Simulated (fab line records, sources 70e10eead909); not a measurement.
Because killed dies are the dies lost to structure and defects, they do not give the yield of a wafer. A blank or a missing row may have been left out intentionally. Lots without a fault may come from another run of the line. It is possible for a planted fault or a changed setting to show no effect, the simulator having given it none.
fab line records / flow nand-harc
record lots=6 wafers=18 last-day=33
route steps=1302 shown THIN_TSV@1250
lots that met no fault: taken from a fault-free run of the same line
start-h: hours from the record's opening day to when the first of the lot's shown wafers began / wait-h: hours since the lot's step before / " the same as in the row above / L1.1+2: a row that stands for several wafers / - no value, or no start was given / * or withheld: withheld / < > ~ a bound
route shown NAME@n: NAME is a module with steps in the file, n the number in the route of the first one / usual: the fault-free wafers' mean and standard deviation / same: alike in all rows / chamber/n: place in a boat / sites: the reading at each site / _std_site: the values' standard deviation / _edge_site: inner sites' mean taken away from outer sites' mean / radius-mm: how far each site lies from the wafer's centre / mask NAME#n: copy n / behind: the most recent tool/chamber to have shaped the wafer / hold: the reason the lot was held/the length of the hold in hours/how it ended / device: the n, p or np transistor that did not switch / end of line: at the end of the route, the tests of the same wafers / step lacking rows: just its recipe / killed: not the wafer's yield, but the dies lost to structure and defects at the first sort / map: the dies of a wafer, with x for killed, . for not killed, _ for no die there
set.NAME: the run value of the setting; set.NAME@STEP: its run value at that earlier step / model.NAME: the simulator's own value behind a step, which no gauge read
lots seen at some steps along the route; tables by step, rows by wafer
services: when a tool's chamber went out of use (start-h, in hours from the record's first day, below 0 if earlier), for how many hours, and the reason
## steps
# step NHARC_THIN_TSV_DEP_43
# recipe target-thk-a=13285 temp-c=withheld pressure-torr=6.5 rf-w=900 teos-flow-sccm=161.4 flow-sccm=2650 target-thk-nm=1328.5 gas=O2 material=SiO2
# usual throttle-valve-pct=16.2/0.84
lot.wafer=L616.1 tool=pecvd-02 chamber=1 start-h=648.06 wait-h=- throttle-valve-pct=16.7
lot.wafer=L616.6 tool=pecvd-02 chamber=1 start-h=648.06 wait-h=- throttle-valve-pct=16.3
lot.wafer=L616.5 tool=pecvd-02 chamber=0 start-h=648.06 wait-h=- throttle-valve-pct=15.4
lot.wafer=L617.1 tool=pecvd-02 chamber=2 start-h=658.55 wait-h=- throttle-valve-pct=17.5
lot.wafer=L617.3 tool=pecvd-02 chamber=1 start-h=658.55 wait-h=- throttle-valve-pct=16.7
lot.wafer=L617.4 tool=pecvd-02 chamber=0 start-h=658.55 wait-h=- throttle-valve-pct=15.4
lot.wafer=L621.1 tool=pecvd-02 chamber=2 start-h=697.49 wait-h=- throttle-valve-pct=17.6
lot.wafer=L621.3 tool=pecvd-02 chamber=0 start-h=697.49 wait-h=- throttle-valve-pct=15.3
lot.wafer=L621.2 tool=pecvd-02 chamber=1 start-h=697.49 wait-h=- throttle-valve-pct=16.8
lot.wafer=L623.3 tool=pecvd-04 chamber=0 start-h=719.97 wait-h=- throttle-valve-pct=16.2
lot.wafer=L623.5 tool=pecvd-04 chamber=1 start-h=719.97 wait-h=- throttle-valve-pct=16.5
lot.wafer=L623.4 tool=pecvd-04 chamber=0 start-h=719.97 wait-h=- throttle-valve-pct=15.9
lot.wafer=L627.1 tool=pecvd-02 chamber=2 start-h=754.66 wait-h=- throttle-valve-pct=17.7
lot.wafer=L627.6 tool=pecvd-02 chamber=2 start-h=754.66 wait-h=- throttle-valve-pct=18.0
lot.wafer=L627.4 tool=pecvd-02 chamber=0 start-h=754.66 wait-h=- throttle-valve-pct=15.2
lot.wafer=L628.2 tool=pecvd-02 chamber=0 start-h=765.92 wait-h=- throttle-valve-pct=15.4
lot.wafer=L628.4 tool=pecvd-02 chamber=2 start-h=765.92 wait-h=- throttle-valve-pct=18.0
lot.wafer=L628.5 tool=pecvd-02 chamber=0 start-h=765.92 wait-h=- throttle-valve-pct=15.5
# step NHARC_THIN_TSV_DEHYDRATE_04
# recipe temp-c=150 time-s=120
# step NHARC_THIN_TSV_HMDS_05
# recipe time-s=30
# step NHARC_THIN_TSV_COAT_06
# recipe spin-rpm=*
# step NHARC_THIN_TSV_SOFTBAKE_07
# recipe temp-c=122 time-s=95
# step NHARC_THIN_TSV_EBR_08
# step NHARC_THIN_TSV_EXPOSE_09
# recipe na=0.55 dose-mj=30.7 mask-id=TSV
# step NHARC_THIN_TSV_PEB_10
# recipe peb-temp-c=118 peb-time-s=85
# step NHARC_THIN_TSV_DEVELOP_11
# recipe time-s=70
# step NHARC_THIN_TSV_CD_MEAS_12
# recipe target-cd-nm=1000 landing-energy-ev=500
# usual cd-nm=1001.4/1.8
lot.wafer=L616.1 tool=cd-sem-01 chamber=0 start-h=648.77 wait-h=- cd-nm=1001.6
lot.wafer=L616.5 tool=cd-sem-01 chamber=0 start-h=648.77 wait-h=- cd-nm=1002.0
lot.wafer=L616.6 tool=cd-sem-01 chamber=0 start-h=648.77 wait-h=- cd-nm=1000.3
lot.wafer=L617.1 tool=cd-sem-01 chamber=0 start-h=659.39 wait-h=- cd-nm=1000.5
lot.wafer=L617.3 tool=cd-sem-01 chamber=0 start-h=659.39 wait-h=- cd-nm=1000.0
lot.wafer=L617.4 tool=cd-sem-01 chamber=0 start-h=659.39 wait-h=- cd-nm=1001.3
lot.wafer=L621.1 tool=cd-sem-03 chamber=0 start-h=698.19 wait-h=- cd-nm=1001.9
lot.wafer=L621.2 tool=cd-sem-03 chamber=0 start-h=698.19 wait-h=- cd-nm=1004.6
lot.wafer=L621.3 tool=cd-sem-03 chamber=0 start-h=698.19 wait-h=- cd-nm=1003.2
lot.wafer=L623.3 tool=cd-sem-02 chamber=0 start-h=720.59 wait-h=- cd-nm=1001.3
lot.wafer=L623.4 tool=cd-sem-02 chamber=0 start-h=720.59 wait-h=- cd-nm=1001.3
lot.wafer=L623.5 tool=cd-sem-02 chamber=0 start-h=720.59 wait-h=- cd-nm=1000.8
lot.wafer=L627.1 tool=cd-sem-02 chamber=0 start-h=755.49 wait-h=- cd-nm=1002.0
lot.wafer=L627.4 tool=cd-sem-02 chamber=0 start-h=755.49 wait-h=- cd-nm=1001.1
lot.wafer=L627.6 tool=cd-sem-02 chamber=0 start-h=755.49 wait-h=- cd-nm=1003.7
lot.wafer=L628.2 tool=cd-sem-02 chamber=0 start-h=766.59 wait-h=- cd-nm=1001.0
lot.wafer=L628.4 tool=cd-sem-02 chamber=0 start-h=766.59 wait-h=- cd-nm=1003.6
lot.wafer=L628.5 tool=cd-sem-02 chamber=0 start-h=766.59 wait-h=- cd-nm=1000.6
# step NHARC_THIN_TSV_HARDBAKE_13
# recipe temp-c=125 time-s=80
# step NHARC_THIN_TSV_DESCUM_14
# recipe time-s=3 o2-flow-sccm=200 ar-flow-sccm=0 bias-power-w=0 chemistry=O2
# usual drypump-motor-current-A=5.7/0.59 oes-product-au=1.003/0.011 rf-vpp-V=57.6/0.85 showerhead-plenum-p-Torr=1.91/0.068 throttle-valve-pct=11.312/0.0096
lot.wafer=L616.1 tool=rie-diel-09 chamber=3 start-h=648.94 wait-h=- drypump-motor-current-A=4.9 oes-product-au=1.002 rf-hours-counter-h=7.7 rf-vpp-V=56.7 showerhead-plenum-p-Torr=1.88 throttle-valve-pct=11.311
lot.wafer=L616.5 tool=rie-diel-09 chamber=1 start-h=648.94 wait-h=- drypump-motor-current-A=6.3 oes-product-au=0.992 rf-hours-counter-h=- rf-vpp-V=59.2 showerhead-plenum-p-Torr=2.03 throttle-valve-pct=11.307
lot.wafer=L616.6 tool=rie-diel-09 chamber=2 start-h=648.94 wait-h=- drypump-motor-current-A=5.3 oes-product-au=0.998 rf-hours-counter-h=- rf-vpp-V=58.0 showerhead-plenum-p-Torr=2.00 throttle-valve-pct=11.327
lot.wafer=L617.4 tool=rie-diel-04 chamber=0 start-h=659.56 wait-h=- drypump-motor-current-A=5.4 oes-product-au=0.996 rf-hours-counter-h=5.2 rf-vpp-V=56.6 showerhead-plenum-p-Torr=1.89 throttle-valve-pct=11.310
lot.wafer=L617.3 tool=rie-diel-04 chamber=1 start-h=659.56 wait-h=- drypump-motor-current-A=5.3 oes-product-au=0.993 rf-hours-counter-h=5.4 rf-vpp-V=57.0 showerhead-plenum-p-Torr=1.86 throttle-valve-pct=11.314
lot.wafer=L617.1 tool=rie-diel-04 chamber=2 start-h=659.56 wait-h=- drypump-motor-current-A=6.6 oes-product-au=1.006 rf-hours-counter-h=5.3 rf-vpp-V=57.4 showerhead-plenum-p-Torr=1.78 throttle-valve-pct=11.316
lot.wafer=L621.1 tool=rie-diel-04 chamber=3 start-h=698.35 wait-h=- drypump-motor-current-A=5.1 oes-product-au=1.003 rf-hours-counter-h=6.7 rf-vpp-V=58.1 showerhead-plenum-p-Torr=1.97 throttle-valve-pct=11.317
lot.wafer=L621.3 tool=rie-diel-04 chamber=1 start-h=698.35 wait-h=- drypump-motor-current-A=5.3 oes-product-au=0.982 rf-hours-counter-h=7.0 rf-vpp-V=58.2 showerhead-plenum-p-Torr=1.85 throttle-valve-pct=11.323
lot.wafer=L621.2 tool=rie-diel-04 chamber=2 start-h=698.35 wait-h=- drypump-motor-current-A=6.5 oes-product-au=1.003 rf-hours-counter-h=6.9 rf-vpp-V=56.4 showerhead-plenum-p-Torr=1.78 throttle-valve-pct=11.312
lot.wafer=L623.3 tool=rie-diel-04 chamber=0 start-h=720.74 wait-h=- drypump-motor-current-A=5.5 oes-product-au=1.020 rf-hours-counter-h=0.1 rf-vpp-V=56.6 showerhead-plenum-p-Torr=1.89 throttle-valve-pct=11.305
lot.wafer=L623.4 tool=rie-diel-04 chamber=2 start-h=720.74 wait-h=- drypump-motor-current-A=6.6 oes-product-au=1.000 rf-hours-counter-h=0.1 rf-vpp-V=57.8 showerhead-plenum-p-Torr=1.78 throttle-valve-pct=11.295
lot.wafer=L623.5 tool=rie-diel-04 chamber=1 start-h=720.74 wait-h=- drypump-motor-current-A=5.3 oes-product-au=1.007 rf-hours-counter-h=- rf-vpp-V=57.7 showerhead-plenum-p-Torr=1.85 throttle-valve-pct=11.313
lot.wafer=L627.4 tool=rie-diel-12 chamber=3 start-h=755.66 wait-h=- drypump-motor-current-A=6.5 oes-product-au=1.009 rf-hours-counter-h=6.2 rf-vpp-V=59.4 showerhead-plenum-p-Torr=1.93 throttle-valve-pct=11.296
lot.wafer=L627.1 tool=rie-diel-12 chamber=0 start-h=755.66 wait-h=- drypump-motor-current-A=5.1 oes-product-au=1.011 rf-hours-counter-h=6.6 rf-vpp-V=58.3 showerhead-plenum-p-Torr=1.97 throttle-valve-pct=11.309
lot.wafer=L627.6 tool=rie-diel-12 chamber=2 start-h=755.66 wait-h=- drypump-motor-current-A=6.1 oes-product-au=1.005 rf-hours-counter-h=- rf-vpp-V=58.3 showerhead-plenum-p-Torr=1.83 throttle-valve-pct=11.296
lot.wafer=L628.4 tool=rie-diel-12 chamber=3 start-h=766.75 wait-h=- drypump-motor-current-A=6.6 oes-product-au=1.011 rf-hours-counter-h=7.0 rf-vpp-V=57.8 showerhead-plenum-p-Torr=1.93 throttle-valve-pct=11.302
lot.wafer=L628.2 tool=rie-diel-12 chamber=2 start-h=766.75 wait-h=- drypump-motor-current-A=6.1 oes-product-au=1.012 rf-hours-counter-h=8.5 rf-vpp-V=57.2 showerhead-plenum-p-Torr=1.83 throttle-valve-pct=11.303
lot.wafer=L628.5 tool=rie-diel-12 chamber=0 start-h=766.75 wait-h=- drypump-motor-current-A=5.1 oes-product-au=1.021 rf-hours-counter-h=- rf-vpp-V=56.5 showerhead-plenum-p-Torr=1.97 throttle-valve-pct=11.309
# step NHARC_THIN_TSV_ETCH_44
# recipe target-depth-a=15942 time-s=797.1 cf4-flow-sccm=150 o2-flow-sccm=10 ar-flow-sccm=0 rf-w=300 bias-w=800 chemistry=CF4/O2
# usual cf4-flow-sccm=150.1/0.44 drypump-motor-current-A=5.7/0.57 oes-product-au=1.003/0.01 rf-vpp-V=794/3.8 run-length-s=818.3/0.54 showerhead-plenum-p-Torr=1.82/0.061 throttle-valve-pct=16.914/0.0095
lot.wafer=L616.1 tool=rie-diel-09 chamber=3 start-h=649.12 wait-h=0.2 cf4-flow-sccm=150.3 drypump-motor-current-A=4.9 oes-product-au=0.999 rf-hours-counter-h=7.8 rf-vpp-V=792 run-length-s=819.0 showerhead-plenum-p-Torr=1.80 throttle-valve-pct=16.901
lot.wafer=L616.5 tool=rie-diel-09 chamber=1 start-h=649.12 wait-h=0.2 cf4-flow-sccm=150.8 drypump-motor-current-A=6.3 oes-product-au=0.980 rf-hours-counter-h=- rf-vpp-V=800 run-length-s=818.7 showerhead-plenum-p-Torr=1.94 throttle-valve-pct=16.911
lot.wafer=L616.6 tool=rie-diel-09 chamber=2 start-h=649.12 wait-h=0.2 cf4-flow-sccm=149.5 drypump-motor-current-A=5.3 oes-product-au=0.995 rf-hours-counter-h=- rf-vpp-V=799 run-length-s=817.9 showerhead-plenum-p-Torr=1.91 throttle-valve-pct=16.915
lot.wafer=L617.1 tool=rie-diel-04 chamber=2 start-h=659.64 wait-h=0.1 cf4-flow-sccm=150.0 drypump-motor-current-A=6.5 oes-product-au=1.010 rf-hours-counter-h=5.4 rf-vpp-V=786 run-length-s=817.7 showerhead-plenum-p-Torr=1.71 throttle-valve-pct=16.929
lot.wafer=L617.4 tool=rie-diel-04 chamber=0 start-h=659.64 wait-h=0.1 cf4-flow-sccm=150.5 drypump-motor-current-A=5.5 oes-product-au=1.021 rf-hours-counter-h=5.3 rf-vpp-V=794 run-length-s=818.9 showerhead-plenum-p-Torr=1.81 throttle-valve-pct=16.901
lot.wafer=L617.3 tool=rie-diel-04 chamber=1 start-h=659.64 wait-h=0.1 cf4-flow-sccm=149.8 drypump-motor-current-A=5.3 oes-product-au=0.982 rf-hours-counter-h=5.5 rf-vpp-V=792 run-length-s=817.8 showerhead-plenum-p-Torr=1.78 throttle-valve-pct=16.930
lot.wafer=L621.2 tool=rie-diel-04 chamber=2 start-h=698.44 wait-h=0.1 cf4-flow-sccm=150.3 drypump-motor-current-A=6.6 oes-product-au=1.010 rf-hours-counter-h=7.0 rf-vpp-V=787 run-length-s=817.7 showerhead-plenum-p-Torr=1.71 throttle-valve-pct=16.918
lot.wafer=L621.3 tool=rie-diel-04 chamber=0 start-h=698.44 wait-h=0.1 cf4-flow-sccm=150.3 drypump-motor-current-A=5.5 oes-product-au=1.027 rf-hours-counter-h=6.9 rf-vpp-V=790 run-length-s=625.0 showerhead-plenum-p-Torr=1.81 throttle-valve-pct=16.909
lot.wafer=L621.1 tool=rie-diel-04 chamber=1 start-h=698.44 wait-h=0.1 cf4-flow-sccm=150.3 drypump-motor-current-A=5.3 oes-product-au=0.995 rf-hours-counter-h=7.1 rf-vpp-V=791 run-length-s=817.8 showerhead-plenum-p-Torr=1.78 throttle-valve-pct=16.922
lot.wafer=L623.4 tool=rie-diel-04 chamber=3 start-h=720.83 wait-h=0.1 cf4-flow-sccm=151.0 drypump-motor-current-A=5.1 oes-product-au=1.004 rf-hours-counter-h=0.2 rf-vpp-V=798 run-length-s=818.1 showerhead-plenum-p-Torr=1.89 throttle-valve-pct=16.911
lot.wafer=L623.3 tool=rie-diel-04 chamber=2 start-h=720.83 wait-h=0.1 cf4-flow-sccm=150.4 drypump-motor-current-A=6.6 oes-product-au=0.993 rf-hours-counter-h=0.2 rf-vpp-V=787 run-length-s=818.0 showerhead-plenum-p-Torr=1.71 throttle-valve-pct=16.920
lot.wafer=L623.5 tool=rie-diel-04 chamber=0 start-h=720.83 wait-h=0.1 cf4-flow-sccm=150.2 drypump-motor-current-A=5.4 oes-product-au=1.009 rf-hours-counter-h=- rf-vpp-V=793 run-length-s=625.4 showerhead-plenum-p-Torr=1.81 throttle-valve-pct=16.908
lot.wafer=L627.1 tool=rie-diel-12 chamber=3 start-h=755.85 wait-h=0.2 cf4-flow-sccm=149.1 drypump-motor-current-A=6.5 oes-product-au=1.013 rf-hours-counter-h=6.3 rf-vpp-V=794 run-length-s=817.4 showerhead-plenum-p-Torr=1.85 throttle-valve-pct=16.927
lot.wafer=L627.4 tool=rie-diel-12 chamber=0 start-h=755.85 wait-h=0.2 cf4-flow-sccm=149.3 drypump-motor-current-A=5.1 oes-product-au=1.016 rf-hours-counter-h=6.7 rf-vpp-V=797 run-length-s=817.8 showerhead-plenum-p-Torr=1.88 throttle-valve-pct=16.923
lot.wafer=L627.6 tool=rie-diel-12 chamber=1 start-h=755.85 wait-h=0.2 cf4-flow-sccm=150.3 drypump-motor-current-A=6.2 oes-product-au=1.022 rf-hours-counter-h=- rf-vpp-V=792 run-length-s=818.2 showerhead-plenum-p-Torr=1.81 throttle-valve-pct=16.914
lot.wafer=L628.2 tool=rie-diel-12 chamber=0 start-h=766.83 wait-h=0.1 cf4-flow-sccm=148.6 drypump-motor-current-A=5.1 oes-product-au=1.011 rf-hours-counter-h=7.4 rf-vpp-V=798 run-length-s=817.7 showerhead-plenum-p-Torr=1.88 throttle-valve-pct=16.902
lot.wafer=L628.4 tool=rie-diel-12 chamber=2 start-h=766.83 wait-h=0.1 cf4-flow-sccm=149.5 drypump-motor-current-A=6.1 oes-product-au=0.998 rf-hours-counter-h=8.6 rf-vpp-V=788 run-length-s=818.9 showerhead-plenum-p-Torr=1.76 throttle-valve-pct=16.905
lot.wafer=L628.5 tool=rie-diel-12 chamber=0 start-h=766.83 wait-h=0.1 cf4-flow-sccm=149.9 drypump-motor-current-A=5.1 oes-product-au=1.008 rf-hours-counter-h=- rf-vpp-V=798 run-length-s=817.9 showerhead-plenum-p-Torr=1.88 throttle-valve-pct=16.916
# step NHARC_THIN_TSV_ETCH_15
# recipe target-depth-a=30000 bosch-target-overetch-cycles=2 bosch-etch-step-s=2.8 bosch-dep-step-s=1.2 bosch-cycles=14
# usual drypump-motor-current-A=5.8/0.39
lot.wafer=L616.1 tool=rie-si-06 chamber=1 start-h=649.59 wait-h=- drypump-motor-current-A=6.2 rf-hours-counter-h=0.20
lot.wafer=L616.5 tool=rie-si-06 chamber=0 start-h=649.59 wait-h=- drypump-motor-current-A=5.4 rf-hours-counter-h=-
lot.wafer=L616.6 tool=rie-si-06 chamber=1 start-h=649.59 wait-h=- drypump-motor-current-A=6.3 rf-hours-counter-h=-
lot.wafer=L617.3 tool=rie-si-01 chamber=2 start-h=660.21 wait-h=- drypump-motor-current-A=5.3 rf-hours-counter-h=0.69
lot.wafer=L617.4 tool=rie-si-01 chamber=0 start-h=660.21 wait-h=- drypump-motor-current-A=5.6 rf-hours-counter-h=0.53
lot.wafer=L617.1 tool=rie-si-01 chamber=1 start-h=660.21 wait-h=- drypump-motor-current-A=5.7 rf-hours-counter-h=0.57
lot.wafer=L621.3 tool=rie-si-06 chamber=0 start-h=699.02 wait-h=- drypump-motor-current-A=5.4 rf-hours-counter-h=0.52
lot.wafer=L621.1 tool=rie-si-06 chamber=1 start-h=699.02 wait-h=- drypump-motor-current-A=6.3 rf-hours-counter-h=0.52
lot.wafer=L621.2 tool=rie-si-06 chamber=2 start-h=699.02 wait-h=- drypump-motor-current-A=5.9 rf-hours-counter-h=0.49
lot.wafer=L623.3 tool=rie-si-06 chamber=2 start-h=721.39 wait-h=- drypump-motor-current-A=5.9 rf-hours-counter-h=0.60
lot.wafer=L623.4 tool=rie-si-06 chamber=1 start-h=721.39 wait-h=- drypump-motor-current-A=6.2 rf-hours-counter-h=0.57
lot.wafer=L623.5 tool=rie-si-06 chamber=2 start-h=721.39 wait-h=- drypump-motor-current-A=5.9 rf-hours-counter-h=-
lot.wafer=L627.1 tool=rie-si-02 chamber=0 start-h=756.32 wait-h=- drypump-motor-current-A=5.7 rf-hours-counter-h=0.63
lot.wafer=L627.4 tool=rie-si-02 chamber=1 start-h=756.32 wait-h=- drypump-motor-current-A=5.6 rf-hours-counter-h=0.77
lot.wafer=L627.6 tool=rie-si-02 chamber=0 start-h=756.32 wait-h=- drypump-motor-current-A=5.7 rf-hours-counter-h=-
lot.wafer=L628.2 tool=rie-si-02 chamber=1 start-h=767.41 wait-h=- drypump-motor-current-A=5.6 rf-hours-counter-h=0.80
lot.wafer=L628.4 tool=rie-si-02 chamber=2 start-h=767.41 wait-h=- drypump-motor-current-A=5.6 rf-hours-counter-h=0.81
lot.wafer=L628.5 tool=rie-si-02 chamber=0 start-h=767.41 wait-h=- drypump-motor-current-A=5.7 rf-hours-counter-h=-
## services
tool=rie-diel-09 chamber=- start-h=625.80 hours=0.3 kind=repair
tool=pecvd-04 chamber=2 start-h=628.67 hours=11.9 kind=repair
tool=rie-diel-12 chamber=3 start-h=629.89 hours=16.6 kind=repair
tool=rie-si-02 chamber=- start-h=631.00 hours=9.0 kind=pm
tool=pecvd-04 chamber=- start-h=631.49 hours=13.0 kind=pm
tool=rie-diel-04 chamber=0 start-h=638.90 hours=- kind=clean
tool=rie-diel-04 chamber=1 start-h=638.90 hours=- kind=clean
tool=rie-diel-04 chamber=2 start-h=638.90 hours=- kind=clean
tool=rie-diel-04 chamber=3 start-h=638.90 hours=- kind=clean
tool=rie-diel-09 chamber=3 start-h=657.87 hours=2.5 kind=repair
tool=rie-diel-04 chamber=0 start-h=663.40 hours=- kind=clean
tool=rie-diel-04 chamber=1 start-h=663.40 hours=- kind=clean
tool=rie-diel-04 chamber=2 start-h=663.40 hours=- kind=clean
tool=rie-diel-04 chamber=3 start-h=663.40 hours=- kind=clean
tool=rie-diel-09 chamber=- start-h=674.10 hours=9.0 kind=pm
tool=rie-si-02 chamber=0 start-h=679.54 hours=21.8 kind=repair
tool=rie-diel-04 chamber=- start-h=688.02 hours=0.9 kind=repair
tool=rie-si-06 chamber=1 start-h=703.15 hours=1.4 kind=repair
tool=rie-diel-12 chamber=2 start-h=706.26 hours=2.7 kind=repair
tool=rie-diel-04 chamber=- start-h=708.90 hours=9.0 kind=pm
tool=rie-si-06 chamber=1 start-h=710.96 hours=8.5 kind=repair
tool=rie-si-01 chamber=2 start-h=717.24 hours=2.8 kind=repair
tool=rie-si-01 chamber=- start-h=724.00 hours=9.0 kind=pm
tool=rie-si-06 chamber=1 start-h=737.82 hours=17.7 kind=repair
## key
first-sign step=NHARC_THIN_TSV_ETCH_44 reading=run-length-s direction=down sigmas=99+ usual=* struck=*
effect none on later readings
met-at NHARC_THIN_TSV_ETCH_44
struck-wafers L621.3,L623.5
later-rows-left-out L621.3,L623.5
sort-left-out L621.3,L623.5
onset-between 659.64 698.44
fault kind=process-parameter-drift tool=rie-diel-04 chamber=0 onset-h=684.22 steps=NHARC_THIN_TSV_ETCH_44 channel=time-s offset=* shape=step end-h=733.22 acts-in=* stated=*
# sort-left-out: the simulated sort isn't trusted on such a fault, so these wafers' sort isn't shown, and their yield isn't known
# later-rows-left-out: the simulator's readings of these wafers behind a module that went badly wrong aren't trusted and aren't shown, but for the sort
